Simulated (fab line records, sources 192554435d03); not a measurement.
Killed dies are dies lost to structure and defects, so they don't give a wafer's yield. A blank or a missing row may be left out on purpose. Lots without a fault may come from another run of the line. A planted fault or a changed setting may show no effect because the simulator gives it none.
Chamber matching | flow n5_finfet | N5_BEOL_M7_DESCUM_33 on rie_diel-03: 4 sister chambers
The step chemistry O2, time 7 s. 16 wafers are shown with their chamber, then 8 later ones without.

WAFERS WITH THEIR CHAMBER
wafer  | chamber | showerhead_plenum_p_Torr (Torr) | throttle_valve_pct (%) | oes_product_au (a.u.)
L075.2 | 0       | 2.00                            | 20.61                  | 0.75
L075.4 | 2       | 2.00                            | 20.35                  | 0.73
L075.6 | 1       | 2.14                            | 20.10                  | 1.01
L076.1 | 3       | 2.02                            | 20.45                  | 0.79
L076.2 | 0       | 2.00                            | 20.61                  | 0.75
L076.4 | 1       | 2.14                            | 20.11                  | 0.99
L082.2 | 1       | 2.14                            | 20.12                  | 0.95
L082.4 | 2       | 1.99                            | 20.37                  | 0.72
L082.6 | 3       | 2.02                            | 20.47                  | 0.78
L086.2 | 0       | 1.99                            | 20.63                  | 0.73
L086.3 | 1       | 2.13                            | 20.15                  | 0.93
L086.6 | 1       | 2.13                            | 20.14                  | 0.92
L087.1 | 1       | 2.13                            | 20.13                  | 0.93
L087.3 | 2       | 1.99                            | 20.38                  | 0.72
L087.6 | 2       | 1.99                            | 20.40                  | 0.71
L088.1 | 2       | 1.98                            | 20.41                  | 0.70

SIGNATURES (means of the wafers above)
reading                  | chamber 0 | chamber 1 | chamber 2 | chamber 3 | scatter within a chamber
showerhead_plenum_p_Torr | 1.9967    | 2.1350    | 1.9900    | 2.0200    | 0.00589
throttle_valve_pct       | 20.6167   | 20.1250   | 20.3820   | 20.4600   | 0.0194
oes_product_au           | 0.7433    | 0.9550    | 0.7160    | 0.7850    | 0.0251
Rule: a wafer's distance from a chamber is the root of the sum, over the readings, of the square of ((its reading less the chamber's mean) divided by the reading's scatter). The wafer belongs to the nearest chamber; if the next one is less than 2 further off, it can't be placed. The scatter: the root of (the sum of the squares of (reading less its chamber's mean) over the shown wafers, divided by (wafers less chambers)).

WAFERS WITHOUT THEIR CHAMBER
wafer  | showerhead_plenum_p_Torr (Torr) | throttle_valve_pct (%) | oes_product_au (a.u.)
L088.4 | 2.01                            | 20.48                  | 0.75
L088.6 | 1.99                            | 20.66                  | 0.73
L094.1 | 2.13                            | 20.17                  | 0.90
L094.5 | 1.98                            | 20.42                  | 0.70
L094.6 | 2.13                            | 20.15                  | 0.89
L095.3 | 2.13                            | 20.16                  | 0.89
L095.4 | 2.01                            | 20.50                  | 0.76
L095.6 | 2.01                            | 20.50                  | 0.76

WHICH CHAMBER EACH WENT THROUGH
wafer  | from the rows above | in truth
L088.4 | 3                   | 3
L088.6 | 0                   | 0
L094.1 | 1                   | 1
L094.5 | 2                   | 2
L094.6 | 1                   | 1
L095.3 | 1                   | 1
L095.4 | 3                   | 3
L095.6 | 3                   | 3
Placed correctly: 8 of 8. Can't be placed from these rows: 0. Placed wrongly: 0.
